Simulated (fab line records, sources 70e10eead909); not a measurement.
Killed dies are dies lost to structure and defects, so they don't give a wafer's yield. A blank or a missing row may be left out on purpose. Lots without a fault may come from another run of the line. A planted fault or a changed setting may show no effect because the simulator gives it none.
Chamber matching | flow nand_harc | NHARC_A_STAIRCASE_CMP_472 on cmp-01: 4 sister chambers
The step polishes SiO2. 20 wafers are shown with their chamber, then 10 later ones without.

WAFERS WITH THEIR CHAMBER
wafer  | chamber | motor_current_A (A)
L075.4 | 3       | 11.1
L075.5 | 1       | 10.7
L075.6 | 0       | 13.7
L080.1 | 0       | 12.2
L080.5 | 2       | 9.9
L080.6 | 3       | 11.0
L083.3 | 2       | 10.7
L083.4 | 3       | 10.8
L083.5 | 2       | 10.1
L082.2 | 0       | 12.1
L082.4 | 3       | 10.9
L082.6 | 0       | 12.5
L085.1 | 1       | 10.8
L085.5 | 0       | 12.2
L085.6 | 1       | 10.9
L087.2 | 3       | 11.3
L087.3 | 0       | 12.7
L087.6 | 3       | 10.9
L090.1 | 3       | 10.9
L090.4 | 0       | 12.1

SIGNATURES (means of the wafers above)
reading         | chamber 0 | chamber 1 | chamber 2 | chamber 3 | scatter within a chamber
motor_current_A | 12.500    | 10.800    | 10.233    | 10.986    | 0.396
Rule: a wafer's distance from a chamber is the root of the sum, over the readings, of the square of ((its reading less the chamber's mean) divided by the reading's scatter). The wafer belongs to the nearest chamber; if the next one is less than 2 further off, it can't be placed. The scatter: the root of (the sum of the squares of (reading less its chamber's mean) over the shown wafers, divided by (wafers less chambers)).

WAFERS WITHOUT THEIR CHAMBER
wafer  | motor_current_A (A)
L090.6 | 11.3
L097.1 | 10.4
L097.4 | 11.4
L097.6 | 10.8
L095.2 | 11.9
L095.3 | 10.0
L095.5 | 12.0
L096.1 | 12.9
L096.2 | 10.5
L096.4 | 10.9

WHICH CHAMBER EACH WENT THROUGH
wafer  | from the rows above               | in truth
L090.6 | can't be placed: 3 or 1 or 2      | 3
L097.1 | can't be placed: 2 or 1 or 3      | 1
L097.4 | can't be placed: 3 or 1 or 0 or 2 | 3
L097.6 | can't be placed: 1 or 3 or 2      | 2
L095.2 | can't be placed: 0 or 3 or 1      | 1
L095.3 | can't be placed: 2 or 1 or 3      | 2
L095.5 | can't be placed: 0 or 3 or 1      | 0
L096.1 | 0                                 | 0
L096.2 | can't be placed: 2 or 1 or 3      | 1
L096.4 | can't be placed: 3 or 1 or 2      | 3
Placed correctly: 1 of 10. Can't be placed from these rows: 9 (the true chamber is among the candidates in 9). Placed wrongly: 0.
